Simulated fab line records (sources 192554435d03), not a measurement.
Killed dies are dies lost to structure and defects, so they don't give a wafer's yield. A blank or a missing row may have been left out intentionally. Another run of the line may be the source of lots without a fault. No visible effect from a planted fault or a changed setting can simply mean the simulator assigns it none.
Which of the tools did it? + flow n5-finfet + 9 lots, 27 wafers sampled, at 6 steps of a route of 1938

== WHAT THE GAUGES SHOWED, per wafer ==
N5_BEOL_M5_OCD_MEAS_38. Usual: trench-depth-nm at 71.2 nm, with a standard deviation of 1.3.
| lot  | measured     | on     | trench-depth-nm (nm) | flag |
|------|--------------|--------|----------------------|------|
| L730 | day 8 09:55  | ocd-01 | 70.8 72.1 71.6       |      |
| L731 | day 8 19:10  | ocd-01 | 70.6 69.5 69.6       |      |
| L732 | day 9 03:26  | ocd-01 | 71.0 70.8 71.0       |      |
| L738 | day 10 08:04 | ocd-02 | 71.9 67.1 71.8       |      |
| L739 | day 11 02:40 | ocd-01 | 71.5 67.5 72.1       |      |
| L746 | day 12 13:59 | ocd-01 | 70.9 69.8 69.3       |      |
| L750 | day 13 22:24 | ocd-02 | 69.7 70.1 74.8       |      |
| L751 | day 14 01:52 | ocd-01 | 69.7 75.0 69.1       |      |
| L752 | day 14 13:44 | ocd-01 | 69.8 70.7 70.4       |      |

N5_BEOL_M5_CD_MEAS_35: target cd 28 nm, target cd y 24 nm. Usual: cd-nm at 28.0 nm, with a standard deviation of 0.44.
| lot  | measured     | on        | cd-nm (nm)     | flag |
|------|--------------|-----------|----------------|------|
| L730 | day 8 10:04  | cd-sem-01 | 28.6 28.0 27.8 |      |
| L731 | day 8 19:19  | cd-sem-02 | 27.3 27.5 27.6 |      |
| L732 | day 9 03:35  | cd-sem-03 | 27.8 27.7 27.7 |      |
| L738 | day 10 08:13 | cd-sem-01 | 27.7 28.1 28.5 |      |
| L739 | day 11 02:49 | cd-sem-01 | 27.6 28.0 27.7 |      |
| L746 | day 12 14:08 | cd-sem-01 | 28.2 27.1 27.8 |      |
| L750 | day 13 22:34 | cd-sem-01 | 27.8 28.9 28.3 |      |
| L751 | day 14 02:01 | cd-sem-02 | 27.9 28.7 27.9 |      |
| L752 | day 14 13:54 | cd-sem-01 | 28.3 28.1 28.3 |      |

N5_BEOL_M5_RS_MEAS_57: a four-point-probe measurement. Usual: M5_RS 0.391 ohm/sq, standard deviation 0.013.
| lot  | measured     | on            | M5_RS (ohm/sq)    | flag |
|------|--------------|---------------|-------------------|------|
| L730 | day 8 19:03  | film-metro-02 | 0.395 0.390 0.399 |      |
| L731 | day 9 04:10  | film-metro-01 | 0.400 0.401 0.409 |      |
| L732 | day 9 10:35  | film-metro-01 | 0.397 0.401 0.391 |      |
| L738 | day 10 18:29 | film-metro-01 | 0.375 0.417 0.384 |      |
| L739 | day 11 09:43 | film-metro-01 | 0.383 0.430 0.384 |      |
| L746 | day 12 21:02 | film-metro-02 | 0.388 0.397 0.401 |      |
| L750 | day 14 06:23 | film-metro-02 | 0.400 0.397 0.365 |      |
| L751 | day 14 09:18 | film-metro-02 | 0.397 0.372 0.417 |      |
| L752 | day 14 21:13 | film-metro-01 | 0.393 0.378 0.367 |      |

== WHICH TOOL RAN EACH LOT (tool, then ch and the chambers of the sampled wafers, then the start) ==
| lot  | N5_BEOL_M5_STRIP_19                | N5_BEOL_M5_TRENCH_ETCH_37          | N5_BEOL_M5_ALD_86                   |
|------|------------------------------------|------------------------------------|-------------------------------------|
| L730 | rie-diel-04 ch 0,1,3, day 8 08:53  | rie-diel-06 ch 0,1,3, day 8 09:46  | ald-metal-02 ch 1,2,3, day 8 12:01  |
| L731 | rie-diel-01 ch 0,2,3, day 8 18:07  | rie-diel-01 ch 0,2, day 8 19:01    | ald-metal-04 ch 0,2,3, day 8 20:12  |
| L732 | rie-diel-01 ch 0,1, day 8 23:47    | rie-diel-04 ch 0,1,3, day 9 03:17  | ald-metal-02 ch 0,1, day 9 04:20    |
| L738 | rie-diel-01 ch 0,1,3, day 10 06:02 | rie-diel-04 ch 1,2,3, day 10 07:55 | ald-metal-04 ch 0,2, day 10 09:20   |
| L739 | rie-diel-04 ch 1,2,3, day 11 01:31 | rie-diel-04 ch 0,2,3, day 11 02:30 | ald-metal-01 ch 1,2,3, day 11 03:44 |
| L746 | rie-diel-04 ch 0,3, day 12 11:34   | rie-diel-01 ch 1,2, day 12 13:50   | ald-metal-01 ch 1,2,3, day 12 14:38 |
| L750 | rie-diel-06 ch 0,1,2, day 13 19:38 | rie-diel-04 ch 1,2,3, day 13 22:15 | ald-metal-02 ch 0,2,3, day 13 23:20 |
| L751 | rie-diel-06 ch 0,1, day 13 23:20   | rie-diel-04 ch 0,1,2, day 14 01:43 | ald-metal-01 ch 2,3, day 14 03:14   |
| L752 | rie-diel-01 ch 0,3, day 14 12:16   | rie-diel-04 ch 0,2, day 14 13:35   | ald-metal-02 ch 0,3, day 14 14:40   |
- N5_BEOL_M5_STRIP_19: strips in O2.
- N5_BEOL_M5_TRENCH_ETCH_37: etches SiCOH lowk in C4F6/O2, target depth 71.652 nm, time 24.7 s.
- N5_BEOL_M5_ALD_86: deposits TaN, pulse time 2 s, purge time 3 s, co reactant purge time 2 s.

== AS READ BY THE TOOLS THEMSELVES (means over the sampled wafers that have a number; for cases with no such wafer, the mark the record gives instead) ==
N5_BEOL_M5_STRIP_19. Usual: drypump-motor-current-A 5.7 A, standard deviation 0.46; oes-product-au 0.76 a.u., standard deviation 0.077; rf-vpp-V 3.7 V, standard deviation 0.54; showerhead-plenum-p-Torr 2.11 Torr, standard deviation 0.083; throttle-valve-pct 16.75 %, standard deviation 0.24.
| lot  | tool        | drypump-motor-current-A (A) | oes-product-au (a.u.) | rf-vpp-V (V) | showerhead-plenum-p-Torr (Torr) | throttle-valve-pct (%) | flag |
|------|-------------|-----------------------------|-----------------------|--------------|---------------------------------|------------------------|------|
| L730 | rie-diel-04 | 5.6                         | 0.72                  | 3.8          | 2.16                            | 16.85                  |      |
| L731 | rie-diel-01 | 5.7                         | 0.72                  | 3.8          | 2.08                            | 16.77                  |      |
| L732 | rie-diel-01 | 6.3                         | 0.72                  | 3.3          | 2.03                            | 16.96                  |      |
| L738 | rie-diel-01 | 6.2                         | 0.71                  | 3.3          | 2.05                            | 16.87                  |      |
| L739 | rie-diel-04 | 5.8                         | 0.73                  | 3.5          | 2.14                            | 16.82                  |      |
| L746 | rie-diel-04 | 5.8                         | 0.88                  | 3.5          | 2.15                            | 16.43                  |      |
| L750 | rie-diel-06 | 5.3                         | 0.77                  | 3.4          | 2.09                            | 16.65                  |      |
| L751 | rie-diel-06 | 5.6                         | 0.72                  | 3.4          | 2.07                            | 16.82                  |      |
| L752 | rie-diel-01 | 6.0                         | 0.86                  | 3.6          | 2.03                            | 16.52                  |      |

N5_BEOL_M5_TRENCH_ETCH_37. Usual: O2_flow_sccm 10.00 sccm, standard deviation 0.031; bias-w 184.9 W, standard deviation 0.58; drypump-motor-current-A 5.7 A, standard deviation 0.44; oes_f_703_au 0.77 a.u., standard deviation 0.091; oes-product-au 0.77 a.u., standard deviation 0.087; rf-vpp-V 667 V, standard deviation 11; showerhead-plenum-p-Torr 2.87 Torr, standard deviation 0.095; throttle-valve-pct 20.98 %, standard deviation 0.22.
| lot  | tool        | O2_flow_sccm (sccm) | bias-w (W) | drypump-motor-current-A (A) | oes_f_703_au (a.u.) | oes-product-au (a.u.) | rf-vpp-V (V) | showerhead-plenum-p-Torr (Torr) | throttle-valve-pct (%) | flag |
|------|-------------|---------------------|------------|-----------------------------|---------------------|-----------------------|--------------|---------------------------------|------------------------|------|
| L730 | rie-diel-06 | 9.99                | 184.7      | 5.8                         | 0.74                | 0.74                  | 665          | 2.79                            | 20.94                  |      |
| L731 | rie-diel-01 | 10.01               | 184.5      | 5.5                         | 0.73                | 0.74                  | 665          | 2.90                            | 21.19                  |      |
| L732 | rie-diel-04 | 10.01               | 185.1      | 5.6                         | 0.72                | 0.72                  | 675          | 2.93                            | 21.11                  |      |
| L738 | rie-diel-04 | 10.00               | 176.2      | 5.8                         | 0.74                | 0.73                  | 639          | 2.90                            | 20.99                  | OFF  |
| L739 | rie-diel-04 | 9.98                | 176.6      | 5.7                         | 0.75                | 0.74                  | 640          | 2.91                            | 20.92                  | OFF  |
| L746 | rie-diel-01 | 10.04               | 184.8      | 5.5                         | 0.73                | 0.74                  | 666          | 2.93                            | 21.13                  |      |
| L750 | rie-diel-04 | 10.00               | 184.6      | 5.8                         | 0.90                | 0.90                  | 662          | 2.89                            | 20.78                  |      |
| L751 | rie-diel-04 | 10.00               | 185.0      | 5.5                         | 0.84                | 0.84                  | 670          | 2.90                            | 20.98                  |      |
| L752 | rie-diel-04 | 10.00               | 184.7      | 5.6                         | 0.77                | 0.76                  | 659          | 2.89                            | 20.88                  |      |

N5_BEOL_M5_ALD_86. Usual: heater-power-outer-w 220 W, standard deviation 26; heater-power-w 402 W, standard deviation 35; susceptor-temp-C 275.02 C, standard deviation 0.2.
| lot  | tool         | heater-power-outer-w (W) | heater-power-w (W) | susceptor-temp-C (C) | flag |
|------|--------------|--------------------------|--------------------|----------------------|------|
| L730 | ald-metal-02 | 250                      | 433                | 274.93               |      |
| L731 | ald-metal-04 | 194                      | 366                | 275.00               |      |
| L732 | ald-metal-02 | 226                      | 419                | 275.18               |      |
| L738 | ald-metal-04 | 196                      | 381                | 275.03               |      |
| L739 | ald-metal-01 | 213                      | 385                | 275.08               |      |
| L746 | ald-metal-01 | 217                      | 390                | 275.16               |      |
| L750 | ald-metal-02 | 250                      | 436                | 274.76               |      |
| L751 | ald-metal-01 | 231                      | 413                | 274.96               |      |
| L752 | ald-metal-02 | 240                      | 414                | 275.00               |      |

== THE ANSWER, worked out from the rows above alone ==
Rule: a lot is off if the mean of its wafers that have a number lies more than 3 standard deviations from the usual mean. A lot without any number at a reading at which 4 lots or more have one is off too. All remaining lots with rows at the step are treated as sound. First the gauges in route order, then the tools' own readings, where a lot's mean is used as printed above. At the first step where some lot is off, the reading lying furthest off is the one used; lots without a number count as furthest.
Off at N5_BEOL_M5_TRENCH_ETCH_37 (bias-w): L738, L739.
A tool fits if, at that step or a process step before it, it ran every lot that is off, and no sound lot after the first of them. Of those tried, none fits.

== WHAT THE SIMULATOR PUT IN ==
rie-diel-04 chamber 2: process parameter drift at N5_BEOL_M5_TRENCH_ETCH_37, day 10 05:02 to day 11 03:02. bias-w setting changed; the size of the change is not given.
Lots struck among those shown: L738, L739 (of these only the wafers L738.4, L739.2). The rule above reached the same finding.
